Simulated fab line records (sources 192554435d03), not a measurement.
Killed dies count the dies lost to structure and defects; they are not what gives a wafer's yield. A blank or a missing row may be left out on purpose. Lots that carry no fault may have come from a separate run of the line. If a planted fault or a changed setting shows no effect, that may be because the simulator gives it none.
Split-lot experiment / flow n5Finfet / 21 wafers read from 7 lots, route of 1938 steps

## SPLIT DETAILS
At N5_MIM_TOP_SPUTTER_03 (material TiN, target thk 35 nm, time 89.7 s), the setting timeS was moved away from the recipe's 89.7 s on 8 of the 21 wafers read, by -14.2% to +10.8%. The other wafers ran this setting at the recipe's value.

The split's own step is where the reading is taken.

## THE READING
TiN_of_MIM_TOP_SPUTTER_03.thkNm (the simulator's own value, which no gauge read), in nm, at N5_MIM_TOP_SPUTTER_03 (material TiN, target thk 35 nm, time 89.7 s). The file does not state a usual value for it. The 13 wafers here that ran the recipe average 34.9 nm, standard deviation 0.62 nm.

wafer=L075.1; tool, chamber at the split=pvdSputter-01, -; timeS as run, s=85.74; against the recipe=-4.4%; TiN_of_MIM_TOP_SPUTTER_03.thkNm, nm=33.4; against lot-mates on the recipe=-2.0
wafer=L075.2; tool, chamber at the split=pvdSputter-01, -; timeS as run, s=89.7; against the recipe=recipe; TiN_of_MIM_TOP_SPUTTER_03.thkNm, nm=35.4; against lot-mates on the recipe=-
wafer=L075.4; tool, chamber at the split=pvdSputter-01, -; timeS as run, s=85.74; against the recipe=-4.4%; TiN_of_MIM_TOP_SPUTTER_03.thkNm, nm=34; against lot-mates on the recipe=-1.4
wafer=L083.2; tool, chamber at the split=pvdSputter-01, -; timeS as run, s=93.97; against the recipe=+4.8%; TiN_of_MIM_TOP_SPUTTER_03.thkNm, nm=37.6; against lot-mates on the recipe=+1.9
wafer=L083.5; tool, chamber at the split=pvdSputter-01, -; timeS as run, s=89.7; against the recipe=recipe; TiN_of_MIM_TOP_SPUTTER_03.thkNm, nm=35.6; against lot-mates on the recipe=-
wafer=L083.6; tool, chamber at the split=pvdSputter-01, -; timeS as run, s=89.7; against the recipe=recipe; TiN_of_MIM_TOP_SPUTTER_03.thkNm, nm=35.8; against lot-mates on the recipe=-
wafer=L081.1; tool, chamber at the split=pvdSputter-03, -; timeS as run, s=89.7; against the recipe=recipe; TiN_of_MIM_TOP_SPUTTER_03.thkNm, nm=34.2; against lot-mates on the recipe=-
wafer=L081.3; tool, chamber at the split=pvdSputter-03, -; timeS as run, s=99.35; against the recipe=+10.8%; TiN_of_MIM_TOP_SPUTTER_03.thkNm, nm=38.8; against lot-mates on the recipe=+4.3
wafer=L081.6; tool, chamber at the split=pvdSputter-03, -; timeS as run, s=89.7; against the recipe=recipe; TiN_of_MIM_TOP_SPUTTER_03.thkNm, nm=34.8; against lot-mates on the recipe=-
wafer=L084.1; tool, chamber at the split=pvdSputter-01, -; timeS as run, s=89.7; against the recipe=recipe; TiN_of_MIM_TOP_SPUTTER_03.thkNm, nm=35; against lot-mates on the recipe=-
wafer=L084.4; tool, chamber at the split=pvdSputter-01, -; timeS as run, s=89.7; against the recipe=recipe; TiN_of_MIM_TOP_SPUTTER_03.thkNm, nm=35; against lot-mates on the recipe=-
wafer=L084.2; tool, chamber at the split=pvdSputter-01, -; timeS as run, s=93.91; against the recipe=+4.7%; TiN_of_MIM_TOP_SPUTTER_03.thkNm, nm=36.4; against lot-mates on the recipe=+1.4
wafer=L085.4; tool, chamber at the split=pvdSputter-02, -; timeS as run, s=89.7; against the recipe=recipe; TiN_of_MIM_TOP_SPUTTER_03.thkNm, nm=33.8; against lot-mates on the recipe=-
wafer=L085.5; tool, chamber at the split=pvdSputter-02, -; timeS as run, s=89.7; against the recipe=recipe; TiN_of_MIM_TOP_SPUTTER_03.thkNm, nm=34; against lot-mates on the recipe=-
wafer=L085.6; tool, chamber at the split=pvdSputter-02, -; timeS as run, s=89.7; against the recipe=recipe; TiN_of_MIM_TOP_SPUTTER_03.thkNm, nm=34.2; against lot-mates on the recipe=-
wafer=L089.3; tool, chamber at the split=pvdSputter-02, -; timeS as run, s=89.7; against the recipe=recipe; TiN_of_MIM_TOP_SPUTTER_03.thkNm, nm=35.4; against lot-mates on the recipe=-
wafer=L089.4; tool, chamber at the split=pvdSputter-02, -; timeS as run, s=82.51; against the recipe=-8.0%; TiN_of_MIM_TOP_SPUTTER_03.thkNm, nm=32.4; against lot-mates on the recipe=-3.0
wafer=L089.5; tool, chamber at the split=pvdSputter-02, -; timeS as run, s=82.51; against the recipe=-8.0%; TiN_of_MIM_TOP_SPUTTER_03.thkNm, nm=32.4; against lot-mates on the recipe=-3.0
wafer=L091.1; tool, chamber at the split=pvdSputter-02, -; timeS as run, s=77; against the recipe=-14.2%; TiN_of_MIM_TOP_SPUTTER_03.thkNm, nm=30.2; against lot-mates on the recipe=-5.0
wafer=L091.3; tool, chamber at the split=pvdSputter-02, -; timeS as run, s=89.7; against the recipe=recipe; TiN_of_MIM_TOP_SPUTTER_03.thkNm, nm=35.2; against lot-mates on the recipe=-
wafer=L091.5; tool, chamber at the split=pvdSputter-02, -; timeS as run, s=89.7; against the recipe=recipe; TiN_of_MIM_TOP_SPUTTER_03.thkNm, nm=35.2; against lot-mates on the recipe=-

THE FIT
A straight line over all 21 wafers: TiN_of_MIM_TOP_SPUTTER_03.thkNm changes by +0.343 nm for each +1% of timeS; r = +0.95; the points scatter about the line by 0.58 nm.
The same after taking each lot's own level away (the mean of its wafers on the recipe; 21 wafers): +0.371 nm for each +1%; r = +0.99; scatter 0.2 nm.
That fit puts the effect of the largest move of timeS on the reading at 5.3 nm.
The span of the lots' own levels, 34.00 to 35.70 nm, comes to 2.7 times the standard deviation stated above.
So the lot-to-lot level changes the slope little: the two slopes agree.
Check: -5.4 nm against its lot-mates is what the line predicts for one of the wafers moved furthest among these (-14.2%) when that wafer is left out of the fit. It came out at -5 nm against them.

## THESE WAFERS: OTHER SPLITS
These wafers also went through other splits before the reading. Each is held against what the fit with the lots' levels taken away leaves over:
other split on the same wafers=N5_BEOL_M15_EXPOSE_25 doseMj; wafers away from the commonest value=7; r with TiN_of_MIM_TOP_SPUTTER_03.thkNm (lot level and that fit taken away)=+0.23
other split on the same wafers=N5_MIM_TOP_ALD_01 aldCycles; wafers away from the commonest value=10; r with TiN_of_MIM_TOP_SPUTTER_03.thkNm (lot level and that fit taken away)=-0.32

## FILE'S OWN FIT
TiN_of_MIM_TOP_SPUTTER_03.thkNm changes by +0.369 nm for each +1% of timeS, r = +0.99.
